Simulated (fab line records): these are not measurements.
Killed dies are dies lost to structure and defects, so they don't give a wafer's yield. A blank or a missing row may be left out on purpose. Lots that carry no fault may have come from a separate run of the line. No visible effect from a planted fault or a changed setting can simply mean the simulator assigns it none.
A lot that was struck, set against a sound lot    flow nand_harc    41 steps out of a route of 1302
Sound: the wafers L824.1, L824.2, L824.6. The struck wafers were L832.2, L832.5. The cause is named last.
For every step that has rows: the tool of each side, followed by ch and its chambers, followed by its first start. Under that, the readings that differ: sound wafers    struck wafers    difference of the means    sigmas: that difference in standard deviations of wafers without a fault.
alike: same words and numbers on both sides, and readings whose means sit less than 2 such deviations apart. not compared: any withheld reading, any reading some wafer has no value for, any bound like >300 that may hide the same value, and any number with overlapping values for which the record gives no deviation.
The two part at a step that has a row with sigmas, a row that says differs or no value, or rows on one side only. Non-overlapping numbers with no deviation appear without sigmas and do not part them. A reading missing from all wafers of one side parts the sides only when that side holds two or more wafers.

first, 3 steps without rows for these wafers: NHARC_A_CHANNEL_HOLE_D1_STRIP_41 (strips in N2/H2); NHARC_A_CHANNEL_HOLE_D1_STRIP_42 (strips in CF4/CHF3); NHARC_A_CHANNEL_HOLE_D1_STRIP_43 (strips in O2/COS).
NHARC_A_CHANNEL_HOLE_D1_ETCH_44: etches the open film in CF4/O2, target depth 140 nm, overetch 14 nm, time 77 s.
  sound on rie_diel-07 ch 0,1, day 9 13:16; struck on rie_diel-07 ch 0,3, day 12 05:55
  alike: drypump_motor_current_A, oes_product_au, rf_vpp_V, showerhead_plenum_p_Torr, throttle_valve_pct
  not compared: rf_hours_counter_h
NHARC_A_CHANNEL_HOLE_D1_STRIP_27: strips in O2.
  sound: rie_diel-07 ch 0,1; struck: rie_diel-07 ch 1,2
  alike: drypump_motor_current_A, oes_product_au, rf_vpp_V, showerhead_plenum_p_Torr, throttle_valve_pct
  not compared: rf_hours_counter_h
then, 2 steps without rows for these wafers: NHARC_A_CHANNEL_HOLE_D1_PRECLEAN_28 (cleans in SC1); NHARC_A_CHANNEL_HOLE_D1_SRD_29.
NHARC_A_CHANNEL_HOLE_D1_CD_MEAS_30:
  sound: cd_sem-01 at day 9 14:13; struck: cd_sem-02 at day 12 06:44
  alike: cd_nm
following that, these wafers have no rows for 1 step: NHARC_A_CHANNEL_HOLE_D1_XSEM_31.
NHARC_A_CHANNEL_HOLE_D1_INSPECT_40:
  sound: defect_inspect-02 at day 9 14:25; struck: defect_inspect-02 at day 12 06:56
  alike: raw_defect_count
then, 2 steps without rows for these wafers: NHARC_A_CHANNEL_FILL_D1_PRECLEAN_00 (cleans in SC1); NHARC_A_CHANNEL_FILL_D1_SRD_01.
NHARC_A_CHANNEL_FILL_D1_ALD_02: deposits SiO2, target thk 6 nm, pulse time 10 s, ald cycles 60.
  sound on ald_hk-04 ch 0,2,3, day 9 14:37; struck on ald_hk-04 ch 0,3, day 12 07:08
reading     sound     struck  difference  sigmas
ald_cycles  60 60 60  80 80   +20         
  alike: heater_power_w, precursor_pulse_height_rel
  not compared: since_wet_clean_h
then, 2 steps without rows for these wafers: NHARC_A_CHANNEL_FILL_D1_ALD_03 (deposits SiNx, target thk 6 nm, pulse time 60 s, ald cycles 58); NHARC_A_CHANNEL_FILL_D1_ALD_14 (deposits SiO2, target thk 2.5 nm, pulse time 10 s, ald cycles 25).
NHARC_A_CHANNEL_FILL_D1_ALD_15: deposits SiNx, target thk 2 nm, pulse time 60 s, ald cycles 19.
  sound on ald_sin_batch-02 ch 0; struck on ald_sin_batch-03 ch 0, day 12 17:28
  alike: precursor_pulse_height_rel
  not compared: ald_cycles
then, 3 steps without rows for these wafers: NHARC_A_CHANNEL_FILL_D1_ALD_16 (deposits SiO2, target thk 1.5 nm, pulse time 10 s, ald cycles 15); NHARC_A_CHANNEL_FILL_D1_ANNEAL_17 (time 1800 s); NHARC_A_CHANNEL_FILL_D1_CVD_18 (deposits poly-Si, target thk 3 nm).
NHARC_A_CHANNEL_FILL_D1_ETCHBACK_19: etches the open film in HBr/Cl2, target depth 5 nm, time 1.7 s.
  sound on rie_si-04 ch 0,2, day 10 13:10; struck on rie_si-02 ch 0,1, day 13 07:13
  alike: drypump_motor_current_A, hbr_flow_sccm, oes_product_au, throttle_valve_pct
  not compared: rf_hours_counter_h
then, 1 step without rows for these wafers: NHARC_A_CHANNEL_FILL_D1_ETCHBACK_20 (etches the open film in C4F8/O2/Ar, target depth 27 nm, time 13.5 s).
NHARC_A_CHANNEL_FILL_D1_STRIP_28: strips in O2, time 20 s.
  sound on rie_diel-05 ch 0,1,2, day 10 13:23; struck on rie_diel-05 ch 0, day 13 07:24
  alike: drypump_motor_current_A, oes_product_au, rf_vpp_V, showerhead_plenum_p_Torr, throttle_valve_pct
  not compared: rf_hours_counter_h
then, 12 steps without rows for these wafers: NHARC_A_CHANNEL_FILL_D1_PRECLEAN_21 (cleans in dHF, time 30 s); NHARC_A_CHANNEL_FILL_D1_SRD_23; NHARC_A_CHANNEL_FILL_D1_CVD_05 (deposits poly-Si, target thk 5 nm); NHARC_A_CHANNEL_FILL_D1_ANNEAL_22 (time 7200 s); NHARC_A_CHANNEL_FILL_D1_ALD_25 (deposits SiOx, target thk 60 nm, pulse time 10 s, ald cycles 600); NHARC_A_CHANNEL_FILL_D1_ETCHBACK_08 (etches the open film in C4F8, target depth 220 nm, time 110 s); NHARC_A_CHANNEL_FILL_D1_STRIP_29 (strips in O2, time 20 s); NHARC_A_CHANNEL_FILL_D1_PRECLEAN_30 (cleans in dHF, time 30 s); NHARC_A_CHANNEL_FILL_D1_SRD_31; NHARC_A_CHANNEL_FILL_D1_CVD_09 (deposits poly-Si, target thk 150 nm, time 3000 s); NHARC_A_CHANNEL_FILL_D1_CMP_10 (polishes, target thk 150 nm); NHARC_A_CHANNEL_FILL_D1_SRD_12.
NHARC_A_CHANNEL_FILL_D1_INSPECT_13:
  sound: defect_inspect-01 at day 11 16:40; struck: defect_inspect-01 at day 14 09:29
reading           sound        struck   difference  sigmas
raw_defect_count  745 345 435  207 306  -252        -2
then, 4 steps without rows for these wafers: NHARC_A_DECK1_JOINT_ETCHBACK_07 (etches the open film in HBr, target depth 105 nm, time 26.9 s); NHARC_A_DECK1_JOINT_ETCH_25 (etches SiO2 in dHF, target depth 0.5 nm); NHARC_A_DECK1_JOINT_ETCH_19 (etches poly-Si in TMAH, target depth 3 nm); NHARC_A_DECK1_JOINT_ETCH_18 (etches SiO2 in dHF, target depth 3 nm).
-- the record jumps here: 13 days lie between the struck wafers' starts before and after (it left off in module A_DECK1_JOINT and takes up again in module END, whose first step shown is number 1301 of the route) --
NHARC_END_WLT_00:
  sound: prober-01 at day 24 21:00; struck: prober-02 at day 27 18:14
reading                            sound              struck       difference  sigmas
VT_DECK1_BOTTOM                    0.871 0.877 0.866  0.887 0.894  +0.019      +2
VT_DECK1_MEDIAN_NEAR_BOTTOM        0.869 0.870 0.864  0.883 0.893  +0.020      +2
VT_DECK1_MEDIAN_NEAR_BOTTOM_INNER  0.876 0.870 0.873  0.890 0.891  +0.018      +2
VT_DECK1_MIDDLE                    0.889 0.881 0.883  0.906 0.908  +0.023      +3
VT_DECK1_MIDDLE_INNER              0.895 0.890 0.882  0.907 0.899  +0.014      +2
VT_DECK1_TOP                       0.898 0.898 0.897  0.926 0.923  +0.027      +4
VT_DECK1_TOP_INNER                 0.899 0.895 0.900  0.928 0.917  +0.025      +4
  alike: VT_DECK1_BOTTOM_INNER, VT_DECK2_BOTTOM, VT_DECK2_BOTTOM_INNER, VT_DECK2_MEDIAN_NEAR_BOTTOM, VT_DECK2_MEDIAN_NEAR_BOTTOM_INNER, VT_DECK2_MIDDLE, VT_DECK2_MIDDLE_INNER, VT_DECK2_TOP, VT_DECK2_TOP_INNER
NHARC_END_SORT_01:
  only the struck wafers appear in the record here, on prober-02 ch 0 at day 27 21:31; the sound ones have no rows

## WHERE THEY PART
Last at NHARC_END_SORT_01 as far as this record goes, first at NHARC_A_CHANNEL_FILL_D1_INSPECT_13.

WHY: what the simulator had put in
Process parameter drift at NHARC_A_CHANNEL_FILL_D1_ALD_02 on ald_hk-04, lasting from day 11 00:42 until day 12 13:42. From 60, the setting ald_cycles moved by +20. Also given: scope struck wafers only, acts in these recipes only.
